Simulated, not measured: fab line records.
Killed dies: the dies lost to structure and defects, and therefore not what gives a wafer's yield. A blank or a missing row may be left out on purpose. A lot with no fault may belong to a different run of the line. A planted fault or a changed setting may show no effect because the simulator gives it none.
Matching of chambers -- flow n5Finfet -- N5_BEOL_M4_ETCH_77 on rieDiel-05 has 4 sister chambers
The step etches underlayer in N2/H2, target depth 6.5 nm, time 5.2 s. 14 wafers are shown with their chamber, then 7 later ones without.

## WAFERS WITH THEIR CHAMBER
wafer,chamber,showerheadPlenumPTorr (Torr),drypumpMotorCurrentA (A),throttleValvePct (%)
L615.2,1,2.49,6.0,18.01
L615.5,1,2.49,6.0,18.03
L615.6,0,2.63,5.3,18.01
L616.1,1,2.49,6.0,18.02
L616.2,3,2.41,6.7,18.08
L616.6,1,2.49,6.0,18.03
L622.1,3,2.40,6.7,18.10
L622.2,2,2.53,5.6,17.74
L622.5,0,2.63,5.3,18.04
L625.1,2,2.53,5.6,17.77
L625.3,1,2.48,6.0,18.05
L625.5,2,2.53,5.6,17.77
L624.2,3,2.40,6.8,18.09
L624.4,1,2.48,5.9,18.07

SIGNATURES (averages over the wafers above)
reading,chamber 0,chamber 1,chamber 2,chamber 3,scatter within a chamber
showerheadPlenumPTorr,2.6300,2.4867,2.5300,2.4033,0.00447
drypumpMotorCurrentA,5.300,5.983,5.600,6.733,0.0387
throttleValvePct,18.0250,18.0350,17.7600,18.0900,0.019
Rule: a wafer lies at a distance from a chamber equal to the root of the sum of squares, over the readings, of (its reading less the chamber's mean, divided by the reading's scatter). If the next closest chamber is less than 2 further off than the closest, the wafer can't be placed; otherwise it belongs to the closest. The scatter: the root of (the sum of the squares of (reading less its chamber's mean) over the shown wafers, divided by (wafers less chambers)).

## WAFERS WITH NO CHAMBER GIVEN
wafer,showerheadPlenumPTorr (Torr),drypumpMotorCurrentA (A),throttleValvePct (%)
L624.6,2.40,6.7,18.11
L628.2,2.62,5.3,18.09
L628.4,2.62,5.3,18.08
L628.5,2.40,6.7,18.11
L638.1,2.47,5.9,18.12
L638.4,2.52,5.6,17.80
L638.5,2.61,5.3,17.65

## WHICH CHAMBER EACH WENT THROUGH
wafer,from the rows above,in truth
L624.6,3,3
L628.2,0,0
L628.4,0,0
L628.5,3,3
L638.1,1,1
L638.4,2,2
L638.5,can't be placed: 0 or 2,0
6 of 7 placed correctly. Cannot be placed on the basis of these rows: 1; the candidates contain the true chamber in 1. Number placed wrongly: 0.
